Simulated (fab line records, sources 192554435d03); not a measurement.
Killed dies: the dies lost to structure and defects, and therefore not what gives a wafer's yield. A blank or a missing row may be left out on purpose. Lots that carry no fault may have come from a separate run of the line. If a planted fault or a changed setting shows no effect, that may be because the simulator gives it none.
Problem report in the 8D (eight disciplines) form, filled by code    flow n5-finfet    the parts of the form that need people (team, actions taken, sign-off) are left out

== 1. THE ISSUE ==
spin-speed-rpm at N5_BEOL_M2_COAT_62 reads a mean of 2324.1 rpm on 6 wafers of 2 lots; wafers without a fault read 1500.0 rpm with a standard deviation of 1.1. That is +99 or more standard deviations from the usual mean.
The step: time 60 s, resist thk 12 nm.
Seen first at day 9 05:40 on litho-track-03, wafer L365.2. The record holds 27 wafers of 9 lots with a number at this step. By rule, "out" or "out of limits" means more than 4 standard deviations away from the usual mean. The other wafers with a number count as sound.

== 2. WHAT IT IS, WHAT IT ISN'T ==
question                     is                      is not
which readings at this step  spin-speed-rpm          -
which lots                   L365, L366              L354, L358, L359, L370, L371, L373, L374
which wafers of those lots   all that have a number  -
read on which tools          litho-track-03          litho-track-02, litho-track-04
when                         from day 9 05:40        up to then (9 sound wafers); but 12 sound wafers of L370, L371, L373, L374 came after

== 3. WHAT RULES OUT EACH SUSPECT ==
Counting: any tool at a process step up to the reading is kept as a suspect provided that every lot that is out went through it and no sound lot did after the first of them.
- cmp-01 at N5_BEOL_M1_CMP_52 (polishes, stops on SiOC, t overpolish 6.8 s, target thk 40 nm): kept. It ran every lot that is out, first L365 (day 9 03:47), and no sound lot after that.
- litho-track-03 at N5_BEOL_M2_COAT_62 (time 60 s, resist thk 12 nm): kept. It ran every lot that is out, first L365 (day 9 05:40), and no sound lot after that; its last sound lot up to then is L359 (day 7 16:41). Out on those wafers are its own readings of spin-speed-rpm.
What counting leaves: cmp-01 at N5_BEOL_M1_CMP_52 and litho-track-03 at N5_BEOL_M2_COAT_62.

== 4. THE CAUSE (what the simulator had put in) ==
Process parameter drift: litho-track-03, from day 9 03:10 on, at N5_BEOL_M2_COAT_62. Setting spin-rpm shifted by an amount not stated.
This tool is one of the 2 suspects left after counting.

== 5. THE EFFECT CHAIN, in route order ==
Rows list readings where the struck wafers' mean (over those with a number) sits beyond 3 standard deviations from the usual. Only readings whose record carries a usual standard deviation are examined. hours: median over the lots of the time between each lot's start at the first step of this table that gives one and its start at this step. sigmas: the change, counted in usual standard deviations.
hours  step                reading            usual       on struck wafers  change  sigmas
0      N5_BEOL_M2_COAT_62  spin-speed-rpm     1500.0 rpm  2324.1            +824.1  +99 or more
0      N5_BEOL_M2_ETCH_63  etch-rf-on-time-s  26.0 s      21.1              -4.9    -14
It contains these process steps:
- N5_BEOL_M2_COAT_62: time 60 s, resist thk 12 nm.
- N5_BEOL_M2_ETCH_63: etches SiARC in CF4, target depth 15.6 nm, time 26 s.
At these later measuring or inspecting steps, every struck wafer for which the step has a row has a number for every such reading, and none has moved that far: N5_BEOL_M4_RC_MEAS_101.

== 6. WHAT WOULD HAVE CAUGHT IT SOONER ==
The fault began at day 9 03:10; the first out-of-limits reading in this record came at day 9 05:40, 2 hours later.
